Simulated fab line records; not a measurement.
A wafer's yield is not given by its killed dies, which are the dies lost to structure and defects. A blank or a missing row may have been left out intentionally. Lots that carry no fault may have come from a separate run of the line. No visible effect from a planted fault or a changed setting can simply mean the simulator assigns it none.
fab line records ; flow nandHarc
record lots=6; wafers=17; lastDay=34
route steps=1302 shown A_M1@1199 A_BONDPAD@1202 END@1302
lots that met no fault: taken from a fault-free run of the same line
startH: start of the lot's first displayed wafer, in hours after the record's first day ; waitH: hours since the lot's step before ; " repeats the value in the row above ; L1.1+2: several wafers, shown together as one row ; - no value, or no start was given ; * or withheld: withheld ; < > ~ a bound
route shown NAME@n: NAME is a module with steps in the file, n the number in the route of the first one ; usual: average and standard deviation across the fault-free wafers ; same: alike in all rows ; chamber/n: place in a boat ; sites: per-site readings ; _std_site: standard deviation across them ; _edge_site: mean of outer sites minus mean of inner sites ; radiusMm: how far each site lies from the wafer's centre ; mask NAME#n: copy n ; behind: the most recent tool/chamber to have shaped the wafer ; hold: what put the lot on hold/how long, in hours/how the hold closed ; device: transistor that didn't switch, given as n, p or np ; end of line: the route-end tests of the same wafers ; step lacking rows: just its recipe ; killed: dies that structure and defects cost at the first sort, which is not the same as the wafer's yield ; map: the dies of a wafer, with x for killed, . for not killed, _ for no die there
set.NAME: the setting that was run; set.NAME@STEP: the one run at that earlier step ; model.NAME: the simulator's own value behind a step, which no gauge read
lots at selected steps of the route; one table per step, one row per wafer
services: when a tool's chamber went out of use (startH, in hours from the record's first day, below 0 if earlier), for how many hours, and the reason
## steps
# step NHARC_A_M1_INSPECT_27
# usual rawDefectCount=564/140
lot.wafer;tool;chamber;startH;waitH;rawDefectCount
L603.1;defectInspect-01;-;541.26;0.0;565
L603.2;defectInspect-01;-;541.26;0.0;608
L603.5;defectInspect-01;-;541.26;0.0;497
L614.3;defectInspect-02;-;656.62;0.0;344
L614.6;defectInspect-02;-;656.62;0.0;601
L615.1;defectInspect-01;-;658.48;0.0;578
L615.3;defectInspect-01;-;658.48;0.0;820
L615.4;defectInspect-01;-;658.48;0.0;600
L623.3;defectInspect-02;-;747.67;0.0;470
L623.5;defectInspect-02;-;747.67;0.0;448
L623.6;defectInspect-02;-;747.67;0.0;492
L625.1;defectInspect-02;-;768.81;0.0;596
L625.3;defectInspect-02;-;768.81;0.0;415
L625.4;defectInspect-02;-;768.81;0.0;686
L626.2;defectInspect-01;-;770.49;0.0;480
L626.3;defectInspect-01;-;770.49;0.0;428
L626.6;defectInspect-01;-;770.49;0.0;578
# step NHARC_A_M1_PRE_CLEAN_32
# recipe timeS=12; tempC=370; rfPowerW=300; gas=NH3
# usual heaterPowerW=635/83
lot.wafer;tool;chamber;startH;waitH;heaterPowerW;sinceWetCleanH
L603.2;pecvd-03;0;541.33;0.1;655;162
L603.1;pecvd-03;1;541.33;0.1;603;162
L603.5;pecvd-03;0;541.33;0.1;663;-
L614.3;pecvd-03;2;656.71;0.1;582;96
L614.6;pecvd-03;0;656.71;0.1;752;-
L615.1;pecvd-03;1;658.55;0.1;607;98
L615.3;pecvd-03;0;658.55;0.1;775;98
L615.4;pecvd-03;0;658.55;0.1;757;-
L623.3;pecvd-03;0;747.76;0.1;806;6
L623.6;pecvd-03;1;747.76;0.1;535;-
L623.5;pecvd-03;0;747.76;0.1;782;-
L625.3;pecvd-02;0;768.88;0.1;691;167
L625.1;pecvd-02;1;768.88;0.1;716;167
L625.4;pecvd-02;0;768.88;0.1;699;-
L626.2;pecvd-03;2;770.56;0.1;617;29
L626.3;pecvd-03;1;770.56;0.1;563;29
L626.6;pecvd-03;0;770.56;0.1;759;-
# step NHARC_A_M1_DEP_33
# recipe targetThkA=300; tempC=370; targetThkNm=30; pressureTorr=3; flowSccm=200; rfW=450; material=SiCN
# usual heaterPowerW=590/79
lot.wafer;tool;chamber;startH;waitH;heaterPowerW;sinceWetCleanH
L603.2;pecvd-03;0;541.41;0.1;703;162
L603.1;pecvd-03;1;541.41;0.1;479;162
L603.5;pecvd-03;0;541.41;0.1;711;-
L614.3;pecvd-03;2;656.81;0.1;444;96
L614.6;pecvd-03;0;656.81;0.1;683;-
L615.1;pecvd-03;1;658.63;0.1;539;98
L615.3;pecvd-03;0;658.63;0.1;587;98
L615.4;pecvd-03;0;658.63;0.1;576;-
L623.3;pecvd-03;0;747.90;0.1;685;7
L623.6;pecvd-03;1;747.90;0.1;495;-
L623.5;pecvd-03;0;747.90;0.1;699;-
L625.3;pecvd-02;0;768.96;0.1;593;167
L625.1;pecvd-02;1;768.96;0.1;655;167
L625.4;pecvd-02;0;768.96;0.1;587;-
L626.2;pecvd-03;2;770.64;0.1;580;29
L626.3;pecvd-03;1;770.64;0.1;541;29
L626.6;pecvd-03;0;770.64;0.1;733;-
# step NHARC_A_BONDPAD_DEP_00
# recipe targetThkA=2500; tempC=370; targetThkNm=250; pressureTorr=3; flowSccm=200; rfW=450; material=SiCN
# usual heaterPowerW=564/79
lot.wafer;tool;chamber;startH;waitH;heaterPowerW;sinceWetCleanH
L603.2;pecvd-04;0;541.96;-;566;77
L603.1;pecvd-04;2;541.96;-;496;77
L603.5;pecvd-04;2;541.96;-;496;-
L614.3;pecvd-01;2;657.33;-;506;152
L614.6;pecvd-01;1;657.33;-;539;-
L615.1;pecvd-04;2;659.18;-;423;13
L615.3;pecvd-04;1;659.18;-;561;13
L615.4;pecvd-04;1;659.18;-;569;-
L623.3;pecvd-03;1;-;-;520;7
L623.5;pecvd-03;1;-;-;538;-
L623.6;pecvd-03;2;-;-;613;-
L625.1;pecvd-03;2;769.56;-;528;28
L625.3;pecvd-03;0;769.56;-;657;28
L625.4;pecvd-03;2;769.56;-;549;-
L626.3;pecvd-04;0;771.19;-;566;125
L626.2;pecvd-04;1;771.19;-;578;125
L626.6;pecvd-04;2;771.19;-;393;-
# step NHARC_A_BONDPAD_CMP_29
# recipe targetThkNm=200; material=SiCN
# usual motorCurrentA=12.1/1.7
lot.wafer;tool;chamber;startH;waitH;motorCurrentA
L603.2;cmp-03;3;542.37;-;14.2
L603.1;cmp-03;1;542.37;-;13.8
L603.5;cmp-03;0;542.37;-;12.0
L614.3;cmp-04;2;657.76;-;13.6
L614.6;cmp-04;1;657.76;-;12.8
L615.3;cmp-03;3;659.58;-;14.5
L615.4;cmp-03;0;659.58;-;11.4
L615.1;cmp-03;2;659.58;-;11.4
L623.3;cmp-04;0;748.80;-;10.9
L623.5;cmp-04;3;748.80;-;9.3
L623.6;cmp-04;0;748.80;-;10.3
L625.4;cmp-04;2;769.94;-;13.3
L625.3;cmp-04;3;769.94;-;9.5
L625.1;cmp-04;0;769.94;-;10.7
L626.2;cmp-04;1;771.62;-;12.6
L626.3;cmp-04;3;771.62;-;9.2
L626.6;cmp-04;1;771.62;-;12.9
# step NHARC_A_BONDPAD_THK_MEAS_30
# recipe thkMeasGauge=ellipsometry
# usual thkNm=199.9/1.3
lot.wafer;tool;chamber;startH;waitH;thkNm
L603.1;filmMetro-02;-;542.62;0.2;198.6
L603.2;filmMetro-02;-;542.62;0.2;198.9
L603.5;filmMetro-02;-;542.62;0.2;198.6
L614.3;filmMetro-02;-;657.99;0.2;199.2
L614.6;filmMetro-02;-;657.99;0.2;200.9
L615.1;filmMetro-02;-;659.83;0.2;201.3
L615.3;filmMetro-02;-;659.83;0.2;198.9
L615.4;filmMetro-02;-;659.83;0.2;201.1
L623.3;filmMetro-02;-;749.03;0.2;200.7
L623.5;filmMetro-02;-;749.03;0.2;199.6
L623.6;filmMetro-02;-;749.03;0.2;200.8
L625.1;filmMetro-02;-;770.17;0.2;199.0
L625.3;filmMetro-02;-;770.17;0.2;200.2
L625.4;filmMetro-02;-;770.17;0.2;201.0
L626.2;filmMetro-02;-;771.85;0.2;199.6
L626.3;filmMetro-02;-;771.85;0.2;198.7
L626.6;filmMetro-02;-;771.85;0.2;202.8
# step NHARC_A_BONDPAD_SRD_31
# step NHARC_A_BONDPAD_DEHYDRATE_01
# recipe tempC=150; timeS=120
# step NHARC_A_BONDPAD_HMDS_02
# recipe timeS=30
# step NHARC_A_BONDPAD_COAT_33
# recipe tempC=200; timeS=65
# step NHARC_A_BONDPAD_COAT_03
# recipe spinRpm=2000; resistThkNm=600
# step NHARC_A_BONDPAD_SOFTBAKE_04
# recipe tempC=125; timeS=70
# usual heaterPowerTotalW=200.9/1.3; resistLineTempC=23.01/0.1
lot.wafer;tool;chamber;startH;waitH;heaterPowerTotalW;resistLineTempC
L603.1;lithoTrack-05;0;542;-;199.9;23.01
L603.2;lithoTrack-05;0;542;-;199.2;22.99
L603.5;lithoTrack-05;0;542;-;200.4;22.98
L614.3;lithoTrack-05;0;658;-;207.7;22.98
L614.6;lithoTrack-05;0;658;-;208.6;22.93
L615.1;lithoTrack-05;0;659;-;209.2;23.13
L615.3;lithoTrack-05;0;659;-;208.8;23.12
L615.4;lithoTrack-05;0;659;-;206.8;23.00
L623.3;lithoTrack-05;0;749;-;200.7;23.01
L623.5;lithoTrack-05;0;749;-;200.4;23.00
L623.6;lithoTrack-05;0;749;-;202.0;22.85
L625.1;lithoTrack-05;0;770;-;198.9;23.16
L625.3;lithoTrack-05;0;770;-;200.9;23.08
L625.4;lithoTrack-05;0;770;-;200.0;23.04
L626.2;lithoTrack-07;0;771;-;199.1;22.97
L626.3;lithoTrack-07;0;771;-;202.6;22.91
L626.6;lithoTrack-07;0;771;-;202.0;22.84
# step NHARC_A_BONDPAD_EBR_05
# step NHARC_END_SORT_01
# recipe tempC=25
# usual defectLimitedYield=91/3.1; killedAtArray=53/21; killedAtOther=1.0/1.3; killedAtPeriphery=3.8/2.4; killedDies=58/21; killedOpen=3.4/1.9; killedShort=2.4/1.5; sort_bin_2_pct=3.0/1.3; sort_bin_3_pct=0.6/0.39; sort_bin_4_pct=4.9/1.8; sortNPass=619/21; sortRimYieldPct=88/5.3; sortYieldPct=91/3.1
# same grossDies=677; sort_bin_5_pct[%]=0; sort_bin_6_pct[%]=0; sort_bin_7_pct[%]=0; sort_bin_8_pct[%]=0; sortRimNGross=106.00
lot.wafer;tool;chamber;startH;waitH;defectLimitedYield[%];killedAtArray;killedAtOther;killedAtPeriphery;killedDies;killedOpen;killedShort;sort_bin_2_pct[%];sort_bin_3_pct[%];sort_bin_4_pct[%];sortNPass;sortRimYieldPct[%];sortYieldPct[%]
L603.1;prober-02;0;582.82;2.5;89;71;2;1;74;6;3;5.0;0.7;5.2;603;91;89
L603.2;prober-02;0;583.63;2.8;89;65;3;4;72;4;1;2.2;0.9;7.5;605;90;89
L603.5;prober-02;0;586.03;3.7;88;74;4;4;82;9;4;4.6;0.6;6.9;595;89;88
L615.1;prober-02;0;691.51;2.5;90;62;1;5;68;2;1;3.2;0.7;6.1;609;90;90
L615.3;prober-02;0;693.09;3.1;91;50;0;9;59;3;3;2.7;1.2;4.9;618;85;91
L615.4;prober-02;0;693.89;3.4;90;65;0;5;70;1;4;2.7;0.9;6.8;607;84;90
L614.3;prober-01;0;693.12;3.1;97;22;0;1;23;4;0;2.1;0;1.3;654;97;97
L614.6;prober-01;0;695.51;4.0;97;18;0;1;19;1;2;0.6;0;2.2;658;97;97
L623.3;prober-01;0;785.27;3.1;90;58;1;11;70;1;2;4.0;0.6;5.8;607;88;90
L623.5;prober-01;0;786.86;3.7;90;55;4;7;66;4;2;3.8;0.3;5.6;611;91;90
L623.6;prober-01;0;787.65;4.0;91;49;5;6;60;6;2;3.5;0.6;4.7;617;86;91
L625.1;prober-02;0;804.97;2.5;95;28;0;3;31;4;2;1.5;0.4;2.7;646;93;95
L625.3;prober-02;0;806.55;3.1;96;21;1;3;25;3;1;1.3;0.1;2.2;652;92;96
L625.4;prober-02;0;807.33;3.4;94;36;0;5;41;1;2;1.5;0.1;4.4;636;94;94
L626.2;prober-01;0;805.85;2.9;90;62;1;4;67;2;4;5.0;0.7;4.1;610;84;90
L626.3;prober-01;0;806.65;3.2;91;57;0;4;61;4;0;3.1;0.9;5.0;616;80;91
L626.6;prober-01;0;809.07;4.0;90;70;0;1;71;4;3;4.0;1.0;5.5;606;80;90
# killed by level:class
L603.1 A_CHANNEL_HOLE_D2:chamberFilmFlake=37 A_SLIT:chamberFilmFlake=16 A_CHANNEL_HOLE_D1:chamberFilmFlake=3 A_CONTACT:chamberFilmFlake=3 A_ZERO_WELL:chamberFilmFlake=2 A_DECK1_JOINT:chamberFilmFlake=2 THIN_TSV:chamberFilmFlake=2 P_CONTACT:geometricParticle:short=1
L603.2 A_CHANNEL_HOLE_D2:chamberFilmFlake=36 A_SLIT:chamberFilmFlake=15 A_CONTACT:chamberFilmFlake=5 A_ZERO_WELL:chamberFilmFlake=4 THIN_TSV:chamberFilmFlake=3 P_ZERO_WELL:geometricParticle:open=1 P_M0:geometricParticle:open=1 P_M1:geometricParticle:open=1
L603.5 A_CHANNEL_HOLE_D2:chamberFilmFlake=36 A_SLIT:chamberFilmFlake=19 A_DECK1_JOINT:chamberFilmFlake=4 THIN_TSV:chamberFilmFlake=4 A_ZERO_WELL:chamberFilmFlake=3 A_ONON_D2:geometricParticle:short=2 A_BLC:geometricParticle:open=2 A_STAIRCASE:chamberFilmFlake=2
L615.1 A_SLIT:chamberFilmFlake=19 A_STAIRCASE:chamberFilmFlake=15 A_CHANNEL_HOLE_D2:chamberFilmFlake=10 A_CHANNEL_HOLE_D1:chamberFilmFlake=8 A_CONTACT:chamberFilmFlake=5 P_BONDPAD:chamberFilmFlake=3 P_M1:geometricParticle:open=1 A_CHANNEL_FILL_D2:geometricParticle:open=1
L615.3 A_CHANNEL_HOLE_D2:chamberFilmFlake=13 A_SLIT:chamberFilmFlake=11 A_CHANNEL_HOLE_D1:chamberFilmFlake=6 P_M1:chamberFilmFlake=5 A_STAIRCASE:chamberFilmFlake=5 A_WL_FILL:chamberFilmFlake=4 A_CONTACT:chamberFilmFlake=3 A_BONDPAD:chamberFilmFlake=3
L614.3 A_STAIRCASE:chamberFilmFlake=4 A_CONTACT:chamberFilmFlake=4 A_SLIT:chamberFilmFlake=3 A_CHANNEL_HOLE_D1:chamberFilmFlake=3 A_ZERO_WELL:chamberFilmFlake=2 A_CHANNEL_FILL_D2:chamberFilmFlake=2 P_GATE:geometricParticle:open=1 A_ONON_D1:geometricParticle:open=1
L615.4 A_SLIT:chamberFilmFlake=22 A_CHANNEL_HOLE_D2:chamberFilmFlake=11 A_STAIRCASE:chamberFilmFlake=10 A_CHANNEL_HOLE_D1:chamberFilmFlake=5 A_CHANNEL_FILL_D1:chamberFilmFlake=3 A_WL_FILL:chamberFilmFlake=3 A_CONTACT:chamberFilmFlake=3 P_ZERO_WELL:chamberFilmFlake=2
L614.6 A_CONTACT:chamberFilmFlake=6 A_CHANNEL_HOLE_D1:chamberFilmFlake=4 A_SLIT:chamberFilmFlake=2 A_CHANNEL_HOLE_D1:geometricParticle:short=1 A_CHANNEL_FILL_D1:geometricParticle:short=1 A_CONTACT:geometricParticle:open=1 P_GATE:chamberFilmFlake=1 A_DECK1_JOINT:chamberFilmFlake=1
L623.3 A_CHANNEL_HOLE_D1:chamberFilmFlake=15 A_CHANNEL_HOLE_D2:chamberFilmFlake=15 A_CONTACT:chamberFilmFlake=8 A_STAIRCASE:chamberFilmFlake=8 P_CONTACT:chamberFilmFlake=6 A_SLIT:chamberFilmFlake=5 P_ZERO_WELL:chamberFilmFlake=3 P_GATE:chamberFilmFlake=2
L623.5 A_CHANNEL_HOLE_D2:chamberFilmFlake=15 A_STAIRCASE:chamberFilmFlake=10 A_DECK1_JOINT:chamberFilmFlake=8 A_SLIT:chamberFilmFlake=7 A_CHANNEL_HOLE_D1:chamberFilmFlake=5 P_CONTACT:chamberFilmFlake=4 A_CONTACT:chamberFilmFlake=4 THIN_TSV:chamberFilmFlake=4
L623.6 A_CHANNEL_HOLE_D2:chamberFilmFlake=15 A_CHANNEL_HOLE_D1:chamberFilmFlake=11 A_STAIRCASE:chamberFilmFlake=7 A_CONTACT:chamberFilmFlake=4 THIN_TSV:chamberFilmFlake=4 P_CONTACT:chamberFilmFlake=3 A_SLIT:chamberFilmFlake=3 P_M0:geometricParticle:open=1
L625.1 A_CONTACT:chamberFilmFlake=15 A_SLIT:chamberFilmFlake=7 A_ONON_D2:geometricParticle:open=2 A_WL_FILL:chamberFilmFlake=2 P_STI:geometricParticle:short=1 P_GATE:geometricParticle:open=1 A_WL_FILL:geometricParticle:short=1 A_CONTACT:geometricParticle:open=1
L626.2 A_CHANNEL_HOLE_D2:chamberFilmFlake=21 A_SLIT:chamberFilmFlake=19 A_CHANNEL_HOLE_D1:chamberFilmFlake=10 A_CONTACT:chamberFilmFlake=8 P_STI:geometricParticle:short=1 P_M0:geometricParticle:open=1 P_M0:geometricParticle:short=1 A_ONON_D1:geometricParticle:open=1
L625.3 A_SLIT:chamberFilmFlake=8 A_CONTACT:chamberFilmFlake=5 A_CHANNEL_HOLE_D2:chamberFilmFlake=4 P_ZERO_WELL:geometricParticle:open=1 A_ONON_D2:geometricParticle:open=1 A_CONTACT:geometricParticle:open=1 STARTING-WAFER:geometricParticle:short=1 P_STI:chamberFilmFlake=1
L626.3 A_SLIT:chamberFilmFlake=25 A_CHANNEL_HOLE_D2:chamberFilmFlake=14 A_CHANNEL_HOLE_D1:chamberFilmFlake=8 P_M1:chamberFilmFlake=4 A_CONTACT:chamberFilmFlake=4 A_STAIRCASE:chamberFilmFlake=2 A_CHANNEL_FILL_D1:geometricParticle:open=1 A_ONON_D2:geometricParticle:open=1
L625.4 A_SLIT:chamberFilmFlake=12 A_CONTACT:chamberFilmFlake=10 A_STAIRCASE:chamberFilmFlake=3 A_SOURCE_PLATE:geometricParticle:short=2 P_M1:chamberFilmFlake=2 A_CHANNEL_FILL_D1:chamberFilmFlake=2 A_DECK1_JOINT:chamberFilmFlake=2 A_CHANNEL_HOLE_D2:chamberFilmFlake=2
L626.6 A_SLIT:chamberFilmFlake=25 A_CHANNEL_HOLE_D2:chamberFilmFlake=21 A_CHANNEL_HOLE_D1:chamberFilmFlake=10 A_CONTACT:chamberFilmFlake=5 A_ONON_D2:geometricParticle:short=2 A_DECK1_JOINT:chamberFilmFlake=2 A_ONON_D1:geometricParticle:short=1 A_CHANNEL_FILL_D1:geometricParticle:open=1
## services
tool;chamber;startH;hours;kind
cmp-04;-;543.42;1.5;repair
pecvd-03;-;547.37;13.0;pm
pecvd-03;0;547.37;13.0;ventCycle
pecvd-03;1;547.37;13.0;ventCycle
pecvd-03;2;547.37;13.0;ventCycle
cmp-03;-;554.05;4.0;pm
pecvd-03;2;580.02;20.4;repair
pecvd-01;0;585.41;4.2;repair
pecvd-02;-;589.26;13.0;pm
lithoTrack-07;-;601.00;7.0;pm
cmp-04;-;601.07;4.0;pm
pecvd-03;-;629.53;1.3;repair
pecvd-04;-;633.41;13.0;pm
cmp-04;-;645.02;3.0;repair
pecvd-04;-;647.89;0.8;repair
lithoTrack-05;-;649.00;7.0;pm
cmp-03;-;652.05;4.0;pm
pecvd-01;-;673.15;13.0;pm
cmp-04;-;699.07;4.0;pm
pecvd-03;-;728.37;13.0;pm
pecvd-04;-;742.11;1.3;repair
cmp-03;-;750.05;4.0;pm
cmp-03;-;759.64;12.3;repair
pecvd-02;-;770.26;13.0;pm
## key
firstSign step=NHARC_A_BONDPAD_SOFTBAKE_04; reading=heaterPowerTotalW; direction=up; sigmas=5.8; usual=*; struck=*
effect none on later readings
metAt NHARC_A_BONDPAD_SOFTBAKE_04
struckWafers L614.3,L614.6,L615.1,L615.3,L615.4
onsetBetween 542 658
fault kind=processParameterDrift; tool=lithoTrack-05; chamber=-; onsetH=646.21; steps=NHARC_A_BONDPAD_SOFTBAKE_04; channel=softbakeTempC; offset=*; shape=step; endH=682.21; actsIn=*; stated=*
